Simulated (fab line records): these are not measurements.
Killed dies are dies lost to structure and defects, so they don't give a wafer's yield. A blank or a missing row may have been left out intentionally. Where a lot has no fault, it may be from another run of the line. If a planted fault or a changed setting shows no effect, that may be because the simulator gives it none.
Which of the tools did it? | flow n5Finfet | 10 lots with 30 wafers sampled at 4 steps, on a route of 1938 steps

== WHAT THE GAUGES SHOWED, per wafer ==
N5_BEOL_M12_CD_MEAS_10 targets a cd of 140 nm.
lot  | measured     | on       | cdNm (nm)
L854 | day 10 20:34 | cdSem-03 | 139.2 136.7 140.9
L855 | day 11 20:12 | cdSem-03 | 142.2 141.8 140.1
L856 | day 12 07:01 | cdSem-02 | 138.1 137.8 137.8
L858 | day 12 15:30 | cdSem-01 | 141.1 141.7 139.9
L861 | day 13 10:02 | cdSem-03 | 131.7 131.2 130.9
L859 | day 13 11:46 | cdSem-03 | 136.7 136.7 137.4
L863 | day 14 02:44 | cdSem-01 | 134.5 136.3 136.3
L864 | day 14 13:15 | cdSem-03 | 139.3 135.6 137.3
L865 | day 14 19:05 | cdSem-03 | 135.5 139.3 138.4
L875 | day 17 12:23 | cdSem-01 | 136.4 136.6 137.6

== EACH LOT AND THE TOOL THAT RAN IT (in order: tool; ch and the chambers of the sampled wafers; start) ==
lot  | N5_BEOL_M11_SPUTTER_48      | N5_BEOL_M11_CMP_52            | N5_BEOL_M12_EXPOSE_07
L854 | pvdSputter-03, day 10 19:01 | cmp-03 ch 0,1, day 10 19:34   | krfScanner-02 ch 0, day 10 20:25
L855 | pvdSputter-02, day 11 18:35 | cmp-04 ch 1,3, day 11 19:19   | krfScanner-02 ch 0, day 11 20:02
L856 | pvdSputter-01, day 12 05:25 | cmp-03 ch 1,3, day 12 05:56   | krfScanner-01 ch 0, day 12 06:50
L858 | pvdSputter-02, day 12 13:26 | cmp-01 ch 0,2,3, day 12 14:26 | krfScanner-01 ch 0, day 12 15:20
L861 | pvdSputter-01, day 13 08:32 | cmp-01 ch 1,2,3, day 13 09:06 | krfScanner-01 ch 0, day 13 09:52
L859 | pvdSputter-03, day 13 10:09 | cmp-04 ch 0,1,3, day 13 10:48 | krfScanner-02 ch 0, day 13 11:36
L863 | pvdSputter-03, day 14 00:47 | cmp-03 ch 0,2, day 14 01:44   | krfScanner-01 ch 0, day 14 02:35
L864 | pvdSputter-01, day 14 11:42 | cmp-04 ch 2,3, day 14 12:12   | krfScanner-02 ch 0, day 14 13:05
L865 | pvdSputter-02, day 14 17:35 | cmp-01 ch 0,3, day 14 18:12   | krfScanner-02 ch 0, day 14 18:56
L875 | pvdSputter-02, day 17 10:48 | cmp-03 ch 0,2,3, day 17 11:20 | krfScanner-02 ch 0, day 17 12:13
- N5_BEOL_M11_SPUTTER_48: material Cu, target thk 12 nm, time 2 s.
- N5_BEOL_M11_CMP_52: polishes, stops on SiCOH lowk, t overpolish 7 s, target thk 140 nm.
- N5_BEOL_M12_EXPOSE_07: exposes mask V11.

== THE ANSWER, worked out from the rows above alone ==
Rule: the usual values come from the lots themselves. Put in order of their means at a reading, lots are off if they are a third of the lots or fewer, leave a main group of 4 or more, and stand apart from it by a gap of 3 or more times the standard deviation of the main group's means; of several such gaps the widest counts. A main group whose means are all the same, to the digits that the tables above print for the reading, isn't used. A lot without any number at a reading at which 4 lots or more have one is off too. All remaining lots with rows at the step are treated as sound.
Nothing can be told from this: no lot is off at any reading shown.

== WHAT THE SIMULATOR PUT IN ==
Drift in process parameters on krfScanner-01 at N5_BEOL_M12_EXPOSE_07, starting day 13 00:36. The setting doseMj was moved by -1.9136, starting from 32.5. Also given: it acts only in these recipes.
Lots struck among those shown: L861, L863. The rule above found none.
